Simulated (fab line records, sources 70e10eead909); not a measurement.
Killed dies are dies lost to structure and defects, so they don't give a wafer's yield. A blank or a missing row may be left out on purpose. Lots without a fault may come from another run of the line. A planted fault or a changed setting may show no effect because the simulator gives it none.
Which tool did it? | flow nand_harc | 11 lots, 33 wafers sampled, at 5 steps of a route of 1159

WHAT THE GAUGES READ, wafer by wafer
NHARC_END_SORT_01. Usual: killed_at_array 29, standard deviation 12; killed_at_other 0.7, standard deviation 1; killed_at_periphery 4, standard deviation 3.2; killed_dies 34, standard deviation 12; killed_open 3.4, standard deviation 2; killed_short 1.8, standard deviation 1.3.
lot  | measured     | on        | killed_at_array | killed_at_other | killed_at_periphery | killed_dies | killed_open | killed_short | flag
L658 | day 20 05:43 | prober-02 | 23 21 27        | 1 0 0           | 4 4 3               | 28 25 30    | 5 3 3       | 1 0 1        |
L659 | day 20 12:40 | prober-02 | 19 20 20        | 0 0 0           | 0 2 3               | 19 22 23    | 3 2 2       | 1 0 0        |
L663 | day 21 00:21 | prober-02 | 32 35 26        | 0 0 0           | 3 5 6               | 35 40 32    | 2 5 4       | 2 2 2        |
L662 | day 21 10:20 | prober-01 | 13 10 9         | 0 0 0           | 6 9 5               | 19 19 14    | 5 2 2       | 2 4 3        |
L667 | day 21 17:17 | prober-01 | 36 34 35        | 0 0 0           | 3 3 2               | 39 37 37    | 1 3 2       | 2 1 2        |
L666 | day 21 10:22 | prober-02 | 30 24 27        | 0 0 0           | 2 0 1               | 32 24 28    | 0 2 2       | 1 1 1        |
L677 | day 24 14:53 | prober-02 | 676 673 676     | 0 0 0           | 1 4 1               | 677 677 677 | 1 2 1       | 1 0 3        | OFF
L674 | day 23 17:20 | prober-01 | 671 669 671     | 0 0 0           | 6 8 6               | 677 677 677 | 5 1 1       | 1 1 2        | OFF
L680 | day 25 05:44 | prober-02 | 43 39 33        | 2 0 1           | 1 1 1               | 46 40 35    | 7 4 2       | 3 1 1        |
L678 | day 25 06:47 | prober-01 | 26 25 25        | 1 2 0           | 4 0 4               | 31 27 29    | 4 4 4       | 0 1 4        |
L679 | day 24 23:53 | prober-01 | 32 51 36        | 1 1 0           | 1 1 2               | 34 53 38    | 2 5 2       | 3 1 0        |

WHICH TOOL RAN EACH LOT (tool, then ch and the chambers of the sampled wafers, then the start)
lot  | NHARC_A_STAIRCASE_ETCH_170                    | NHARC_A_STAIRCASE_TRIM_14          | NHARC_A_STAIRCASE_TRIM_20          | NHARC_A_STAIRCASE_ETCH_23
L658 | rie_diel-02 ch 0,1, day 11 07:05 or earlier   | rie_diel-02 ch 1,2, day 11 07:05   | rie_diel-05 ch 2,3, day 11 08:01   | rie_diel-05 ch 1,2, day 20 05:43 or earlier
L659 | rie_diel-12 ch 0,1, day 11 11:18 or earlier   | rie_diel-12 ch 0,2,3, day 11 11:18 | rie_diel-12 ch 0,1,3, day 11 12:09 | rie_diel-12 ch 0,2,3, day 20 12:40 or earlier
L663 | rie_diel-12 ch 1,2,3, day 12 09:57 or earlier | rie_diel-12 ch 1,3, day 12 09:57   | rie_diel-12 ch 0,2,3, day 12 10:44 | rie_diel-12 ch 1,2, day 21 00:21 or earlier
L662 | rie_diel-05 ch 0,2,3, day 12 13:52 or earlier | rie_diel-05 ch 1,2,3, day 12 13:52 | rie_diel-05 ch 0,1,2, day 12 14:45 | rie_diel-05 ch 0,1,2, day 21 10:20 or earlier
L667 | rie_diel-02 ch 0,2,3, day 13 05:31 or earlier | rie_diel-02 ch 0,2, day 13 05:31   | rie_diel-02 ch 2,3, day 13 07:07   | rie_diel-02 ch 0,2, day 21 17:17 or earlier
L666 | rie_diel-02 ch 0,3, day 13 05:19 or earlier   | rie_diel-12 ch 0,1,2, day 13 05:19 | rie_diel-12 ch 0,1,2, day 13 06:15 | rie_diel-12 ch 1,2,3, day 21 10:22 or earlier
L677 | rie_diel-02 ch 0,2, day 15 06:57 or earlier   | rie_diel-02 ch 1,3, day 15 06:57   | rie_diel-02 ch 2,3, day 15 07:48   | rie_diel-02 ch 0,1, day 24 14:53 or earlier
L674 | rie_diel-02 ch 2,3, day 15 07:11 or earlier   | rie_diel-12 ch 1,3, day 15 07:11   | rie_diel-12 ch 0,1,3, day 15 08:12 | rie_diel-12 ch 0,1, day 23 17:20 or earlier
L680 | rie_diel-02 ch 0,1,2, day 16 12:49 or earlier | rie_diel-12 ch 0,1,2, day 16 12:49 | rie_diel-12 ch 0,1,3, day 16 13:36 | rie_diel-12 ch 1,2,3, day 25 05:44 or earlier
L678 | rie_diel-02 ch 0,1,2, day 16 18:08 or earlier | rie_diel-02 ch 0,2, day 16 18:08   | rie_diel-12 ch 0,1,3, day 16 18:58 | rie_diel-12 ch 1,3, day 25 06:47 or earlier
L679 | rie_diel-12 ch 1,2,3, day 16 18:12 or earlier | rie_diel-05 ch 1,2, day 16 18:12   | rie_diel-05 ch 2,3, day 16 19:01   | rie_diel-05 ch 0,2,3, day 24 23:53 or earlier
- NHARC_A_STAIRCASE_ETCH_170: etches the open film in C4F6/O2, target depth 200 nm, time 66.667 s.
- NHARC_A_STAIRCASE_TRIM_14: chemistry O2, time 211.2 s.
- NHARC_A_STAIRCASE_TRIM_20: chemistry O2, time 211.2 s.
- NHARC_A_STAIRCASE_ETCH_23: etches the open film in C4F8/O2, target depth 100 nm, time 40.5 s.

WHAT THE TOOLS THEMSELVES READ (means of the sampled wafers that have a number; where no wafer has one, the mark that the record gives instead)
NHARC_A_STAIRCASE_ETCH_170. Usual: drypump_motor_current_A 5.9 A, standard deviation 0.37; oes_product_au 0.973 a.u., standard deviation 0.016; rf_vpp_V 547 V, standard deviation 4.1; showerhead_plenum_p_Torr 3.91 Torr, standard deviation 0.19; throttle_valve_pct 26.902 %, standard deviation 0.0091.
lot  | tool        | drypump_motor_current_A (A) | oes_product_au (a.u.) | rf_vpp_V (V) | showerhead_plenum_p_Torr (Torr) | throttle_valve_pct (%) | flag
L658 | rie_diel-02 | 5.9                         | 0.998                 | 543          | 3.71                            | 26.902                 |
L659 | rie_diel-12 | 5.9                         | 0.978                 | 553          | 4.19                            | 26.898                 |
L663 | rie_diel-12 | 5.7                         | 0.978                 | 550          | 4.08                            | 26.902                 |
L662 | rie_diel-05 | 6.2                         | 0.973                 | 548          | 4.00                            | 26.905                 |
L667 | rie_diel-02 | 5.8                         | 0.969                 | 543          | 3.75                            | 26.900                 |
L666 | rie_diel-02 | 6.0                         | 0.978                 | 542          | 3.70                            | 26.905                 |
L677 | rie_diel-02 | 5.4                         | 0.983                 | 545          | 3.81                            | 26.900                 |
L674 | rie_diel-02 | 5.7                         | 0.987                 | 545          | 3.80                            | 26.893                 |
L680 | rie_diel-02 | 5.8                         | 0.983                 | 542          | 3.74                            | 26.899                 |
L678 | rie_diel-02 | 5.8                         | 0.975                 | 544          | 3.74                            | 26.899                 |
L679 | rie_diel-12 | 5.7                         | 0.950                 | 550          | 4.05                            | 26.902                 |

NHARC_A_STAIRCASE_TRIM_14. Usual: chamber_pressure_mTorr 60.00 mTorr, standard deviation 0.054; drypump_motor_current_A 5.9 A, standard deviation 0.36; oes_product_au 0.998 a.u., standard deviation 0.0078; rf_vpp_V 58.0 V, standard deviation 0.9; showerhead_plenum_p_Torr 3.57 Torr, standard deviation 0.16; throttle_valve_pct 17.036 %, standard deviation 0.0089.
lot  | tool        | chamber_pressure_mTorr (mTorr) | drypump_motor_current_A (A) | oes_product_au (a.u.) | rf_vpp_V (V) | showerhead_plenum_p_Torr (Torr) | throttle_valve_pct (%) | flag
L658 | rie_diel-02 | 60.03                          | 5.6                         | 1.006                 | 57.7         | 3.43                            | 17.043                 |
L659 | rie_diel-12 | 60.04                          | 5.7                         | 1.002                 | 58.0         | 3.68                            | 17.033                 |
L663 | rie_diel-12 | 60.02                          | 5.8                         | 0.996                 | 58.4         | 3.73                            | 17.038                 |
L662 | rie_diel-05 | 60.02                          | 6.2                         | 0.997                 | 58.8         | 3.58                            | 17.037                 |
L667 | rie_diel-02 | 60.01                          | 5.6                         | 1.000                 | 57.9         | 3.38                            | 17.030                 |
L666 | rie_diel-12 | 60.01                          | 5.8                         | 0.990                 | 58.2         | 3.70                            | 17.029                 |
L677 | rie_diel-02 | -                              | -                           | -                     | -            | -                               | -                      | OFF
L674 | rie_diel-12 | -                              | -                           | -                     | -            | -                               | -                      | OFF
L680 | rie_diel-12 | 59.99                          | 5.8                         | 0.988                 | 58.5         | 3.69                            | 17.040                 |
L678 | rie_diel-02 | 59.97                          | 5.6                         | 0.995                 | 57.3         | 3.36                            | 17.035                 |
L679 | rie_diel-05 | 59.97                          | 6.1                         | 1.009                 | 58.5         | 3.63                            | 17.040                 |

NHARC_A_STAIRCASE_TRIM_20. Usual: chamber_pressure_mTorr 60.00 mTorr, standard deviation 0.055; drypump_motor_current_A 5.9 A, standard deviation 0.34; oes_product_au 0.998 a.u., standard deviation 0.0078; rf_vpp_V 58.1 V, standard deviation 0.95; showerhead_plenum_p_Torr 3.61 Torr, standard deviation 0.15; throttle_valve_pct 17.037 %, standard deviation 0.0095.
lot  | tool        | chamber_pressure_mTorr (mTorr) | drypump_motor_current_A (A) | oes_product_au (a.u.) | rf_vpp_V (V) | showerhead_plenum_p_Torr (Torr) | throttle_valve_pct (%) | flag
L658 | rie_diel-05 | 59.99                          | 6.4                         | 0.993                 | 58.9         | 3.65                            | 17.037                 |
L659 | rie_diel-12 | 60.03                          | 5.7                         | 0.985                 | 59.5         | 3.75                            | 17.041                 |
L663 | rie_diel-12 | 59.98                          | 5.7                         | 0.995                 | 57.6         | 3.68                            | 17.029                 |
L662 | rie_diel-05 | 59.97                          | 6.0                         | 0.996                 | 58.7         | 3.61                            | 17.037                 |
L667 | rie_diel-02 | 60.00                          | 5.7                         | 1.001                 | 56.9         | 3.42                            | 17.031                 |
L666 | rie_diel-12 | 59.95                          | 5.8                         | 0.992                 | 58.7         | 3.70                            | 17.036                 |
L677 | rie_diel-02 | 59.90                          | 6.0                         | 1.001                 | 57.9         | 3.36                            | 17.041                 |
L674 | rie_diel-12 | 59.99                          | 5.7                         | 1.002                 | 58.5         | 3.73                            | 17.028                 |
L680 | rie_diel-12 | 59.96                          | 5.7                         | 0.996                 | 58.2         | 3.72                            | 17.038                 |
L678 | rie_diel-12 | 59.98                          | 5.7                         | 1.001                 | 58.9         | 3.72                            | 17.042                 |
L679 | rie_diel-05 | 60.03                          | 6.3                         | 0.996                 | 57.8         | 3.63                            | 17.038                 |

NHARC_A_STAIRCASE_ETCH_23. Usual: oes_product_au 0.941 a.u., standard deviation 0.011; rf_vpp_V 899 V, standard deviation 5.3.
lot  | tool        | oes_product_au (a.u.) | rf_vpp_V (V) | flag
L658 | rie_diel-05 | 0.967                 | 898          |
L659 | rie_diel-12 | 0.935                 | 902          |
L663 | rie_diel-12 | 0.955                 | 899          |
L662 | rie_diel-05 | 0.948                 | 899          |
L667 | rie_diel-02 | 0.925                 | 892          |
L666 | rie_diel-12 | 0.941                 | 901          |
L677 | rie_diel-02 | 0.940                 | 888          |
L674 | rie_diel-12 | 0.945                 | 904          |
L680 | rie_diel-12 | 0.942                 | 899          |
L678 | rie_diel-12 | 0.953                 | 902          |
L679 | rie_diel-05 | 0.941                 | 897          |

THE ANSWER, worked out from the rows above alone
Rule: a lot is off if the mean of its wafers that have a number lies more than 3 standard deviations from the usual mean. A lot without any number at a reading at which 4 lots or more have one is off too. The other lots that the step has rows for count as sound. The gauges are gone through in route order, then the tools' own readings, and for those a lot's mean is taken as printed above. The first step at which some lot is off is used, and at that step the reading that is off furthest; a lot without a number counts as furthest.
Off: L677, L674, at NHARC_END_SORT_01 (killed_at_array).
A tool fits if, at a process step before that reading, it ran every lot that is off, and no sound lot after the first of them. The gauges at NHARC_END_SORT_01 aren't tried: what is off there is off at NHARC_A_STAIRCASE_TRIM_14 too, on other tools, and a gauge's error can't cause that. NHARC_A_STAIRCASE_ETCH_170 gives no start for some lots, so the hours and the order of its lots are those of NHARC_A_STAIRCASE_TRIM_14. NHARC_A_STAIRCASE_ETCH_23 gives no start for some lots, so the hours and the order of its lots are those of NHARC_END_SORT_01. None of those tried fits.

WHAT THE SIMULATOR HAD PUT IN
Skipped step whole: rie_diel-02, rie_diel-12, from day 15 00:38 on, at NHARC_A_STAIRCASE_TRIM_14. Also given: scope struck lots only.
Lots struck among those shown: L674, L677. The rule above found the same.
